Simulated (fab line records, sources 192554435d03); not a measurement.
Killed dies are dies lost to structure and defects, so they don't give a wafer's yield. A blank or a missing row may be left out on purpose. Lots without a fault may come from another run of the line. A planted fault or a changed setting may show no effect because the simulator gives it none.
Chamber matching | flow n5_finfet | N5_BEOL_M3_DESCUM_33 on rie_diel-02: 4 sister chambers
The step chemistry O2, time 7 s. 24 wafers are shown with their chamber, then 12 later ones without.

WAFERS WITH THEIR CHAMBER
wafer  | chamber | showerhead_plenum_p_Torr (Torr) | throttle_valve_pct (%) | drypump_motor_current_A (A)
L075.1 | 0       | 2.08                            | 20.62                  | 5.7
L075.2 | 1       | 2.03                            | 20.80                  | 6.0
L075.3 | 2       | 2.18                            | 20.59                  | 6.3
L075.4 | 0       | 2.08                            | 20.61                  | 5.8
L075.5 | 1       | 2.03                            | 20.79                  | 6.0
L075.6 | 2       | 2.18                            | 20.59                  | 6.2
L078.1 | 1       | 2.03                            | 20.81                  | 6.0
L078.2 | 2       | 2.18                            | 20.58                  | 6.3
L078.3 | 0       | 2.08                            | 20.63                  | 5.8
L078.4 | 0       | 2.08                            | 20.62                  | 5.8
L078.5 | 1       | 2.03                            | 20.79                  | 6.0
L078.6 | 2       | 2.18                            | 20.59                  | 6.3
L081.2 | 1       | 2.03                            | 20.81                  | 6.1
L081.4 | 2       | 2.18                            | 20.61                  | 6.3
L081.5 | 1       | 2.02                            | 20.80                  | 6.0
L084.2 | 0       | 2.07                            | 20.63                  | 5.8
L084.5 | 1       | 2.02                            | 20.84                  | 6.0
L084.6 | 0       | 2.07                            | 20.66                  | 5.8
L087.1 | 3       | 2.06                            | 20.20                  | 5.8
L087.3 | 1       | 2.02                            | 20.85                  | 6.0
L087.5 | 3       | 2.06                            | 20.21                  | 5.8
L088.1 | 2       | 2.17                            | 20.64                  | 6.3
L088.2 | 0       | 2.07                            | 20.64                  | 5.8
L088.3 | 3       | 2.06                            | 20.21                  | 5.9

SIGNATURES (means of the wafers above)
reading                  | chamber 0 | chamber 1 | chamber 2 | chamber 3 | scatter within a chamber
showerhead_plenum_p_Torr | 2.0757    | 2.0263    | 2.1783    | 2.0600    | 0.0047
throttle_valve_pct       | 20.6300   | 20.8113   | 20.6000   | 20.2067   | 0.0194
drypump_motor_current_A  | 5.786     | 6.013     | 6.283     | 5.833     | 0.0402
Rule: a wafer's distance from a chamber is the root of the sum, over the readings, of the square of ((its reading less the chamber's mean) divided by the reading's scatter). The wafer belongs to the nearest chamber; if the next one is less than 2 further off, it can't be placed. The scatter: the root of (the sum of the squares of (reading less its chamber's mean) over the shown wafers, divided by (wafers less chambers)).

WAFERS WITHOUT THEIR CHAMBER
wafer  | showerhead_plenum_p_Torr (Torr) | throttle_valve_pct (%) | drypump_motor_current_A (A)
L088.4 | 2.02                            | 20.83                  | 6.1
L088.5 | 2.06                            | 20.22                  | 5.9
L088.6 | 2.17                            | 20.63                  | 6.3
L091.1 | 2.17                            | 20.64                  | 6.3
L091.2 | 2.07                            | 20.66                  | 5.8
L091.3 | 2.05                            | 20.20                  | 5.8
L091.4 | 2.02                            | 20.84                  | 6.0
L091.5 | 2.17                            | 20.63                  | 6.3
L091.6 | 2.02                            | 20.84                  | 6.0
L097.1 | 2.17                            | 20.66                  | 6.3
L097.3 | 2.01                            | 20.88                  | 6.1
L097.5 | 2.01                            | 20.86                  | 6.0

WHICH CHAMBER EACH WENT THROUGH
wafer  | from the rows above | in truth
L088.4 | 1                   | 1
L088.5 | 3                   | 3
L088.6 | 2                   | 2
L091.1 | 2                   | 2
L091.2 | 0                   | 0
L091.3 | 3                   | 3
L091.4 | 1                   | 1
L091.5 | 2                   | 2
L091.6 | 1                   | 1
L097.1 | 2                   | 2
L097.3 | 1                   | 1
L097.5 | 1                   | 1
Placed correctly: 12 of 12. Can't be placed from these rows: 0. Placed wrongly: 0.
